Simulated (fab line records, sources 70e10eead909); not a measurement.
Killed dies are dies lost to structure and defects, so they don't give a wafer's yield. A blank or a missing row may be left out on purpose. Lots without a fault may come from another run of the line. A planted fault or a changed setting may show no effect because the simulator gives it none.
A struck lot beside a sound one | flow nand_harc | 13 steps out of a route of 1302
Sound: wafers L994.2, L994.3, L994.6. Struck: wafer L997.5. (L997.1, L997.4 of the same lot were not struck and are left out.) The cause comes at the end.
At each step with rows: each side's tool, then ch and its chambers, then its first start. Under that, the readings that differ: sound wafers | struck wafers | difference of the means | sigmas: that difference in standard deviations of wafers without a fault.
alike: readings whose means differ by less than 2 such deviations, and words and numbers that are the same on both sides. not compared: withheld readings, readings that some wafer has no value for, bounds like >300 that may hide the same value, and numbers for which the record gives no deviation and whose values overlap.
The two part at a step that has a row with sigmas, a row that says differs or no value, or rows on one side only. Numbers that don't overlap but have no deviation are shown without sigmas and don't part them. A reading that every wafer of one side lacks parts them only if that side has two wafers or more.

NHARC_A_CHANNEL_FILL_D2_ALD_16: deposits SiO2, target thk 1.5 nm, pulse time 10 s, ald cycles 15.
  sound on ald_hk-02 ch 0,1, day 17 07:14; struck on ald_hk-02 ch 0, day 18 16:41
  alike: heater_power_w, precursor_pulse_height_rel
  not compared: since_wet_clean_h
then, 2 steps without rows for these wafers: NHARC_A_CHANNEL_FILL_D2_ANNEAL_17 (time 1800 s); NHARC_A_CHANNEL_FILL_D2_CVD_18 (deposits poly-Si, target thk 3 nm).
NHARC_A_CHANNEL_FILL_D2_ETCHBACK_19: etches the open film in HBr/Cl2, target depth 5 nm, time 1.7 s.
  sound on rie_si-02 ch 0,2,3, day 17 20:45; struck on rie_si-06 ch 1, day 19 04:34
  reading               | sound             | struck | difference | sigmas
  oes_product_au (a.u.) | 0.991 0.985 0.984 | 1.021  | +0.034     | +3
  rf_fwd_power_W (W)    | 389.3 389.4 389.7 | 393.4  | +3.9       | +3
  alike: drypump_motor_current_A, hbr_flow_sccm, he_backside_leak_sccm, throttle_valve_pct
  not compared: rf_hours_counter_h
NHARC_A_CHANNEL_FILL_D2_ETCHBACK_20: etches the open film in C4F8/O2/Ar, target depth 27 nm, time 13.5 s.
  sound on rie_diel-03 ch 0,2,3, day 17 20:53; struck on rie_diel-03 ch 2, day 19 04:42
  alike: oes_product_au, rf_fwd_power_W, rf_vpp_V, run_length_s
  not compared: rf_hours_counter_h
NHARC_A_CHANNEL_FILL_D2_STRIP_28: strips in O2, time 20 s.
  sound on rie_diel-03 ch 1,2,3, day 17 20:58; struck on rie_diel-03 ch 1, day 19 04:47
  reading                | sound                | struck | difference | sigmas
  throttle_valve_pct (%) | 17.046 17.039 17.047 | 17.024 | -0.020     | -2
  alike: drypump_motor_current_A, oes_product_au, rf_vpp_V, showerhead_plenum_p_Torr
  not compared: rf_hours_counter_h
then, 4 steps without rows for these wafers: NHARC_A_CHANNEL_FILL_D2_PRECLEAN_21 (cleans in dHF, time 30 s); NHARC_A_CHANNEL_FILL_D2_SRD_23; NHARC_A_CHANNEL_FILL_D2_CVD_05 (deposits poly-Si, target thk 5 nm); NHARC_A_CHANNEL_FILL_D2_ANNEAL_22 (time 7200 s).
NHARC_A_CHANNEL_FILL_D2_ALD_25: deposits SiOx, target thk 60 nm, pulse time 10 s, ald cycles 600.
  sound on ald_hk-04 ch 0,1, day 18 11:29; struck on ald_hk-02 ch 3, day 19 18:00
  alike: heater_power_w, precursor_pulse_height_rel
  not compared: since_wet_clean_h
NHARC_A_CHANNEL_FILL_D2_ETCHBACK_08: etches the open film in C4F8, target depth 220 nm, time 110 s.
  sound on rie_diel-03 ch 0,2,3, day 18 16:24; struck on rie_diel-05 ch 1, day 19 21:41
  reading               | sound             | struck | difference | sigmas
  oes_product_au (a.u.) | 0.92 0.90 0.94    | 1.00   | +0.08      | +2
  run_length_s (s)      | 130.7 130.8 131.0 | 191.5  | +60.7      | +99 or more
  alike: rf_fwd_power_W, rf_vpp_V
  not compared: rf_hours_counter_h
then, 1 step without rows for these wafers: NHARC_A_CHANNEL_FILL_D2_STRIP_29 (strips in O2, time 20 s).

WHERE THEY PART
First at NHARC_A_CHANNEL_FILL_D2_ETCHBACK_19; last, within this record, at NHARC_A_CHANNEL_FILL_D2_ETCHBACK_08.

WHY: what the simulator had put in
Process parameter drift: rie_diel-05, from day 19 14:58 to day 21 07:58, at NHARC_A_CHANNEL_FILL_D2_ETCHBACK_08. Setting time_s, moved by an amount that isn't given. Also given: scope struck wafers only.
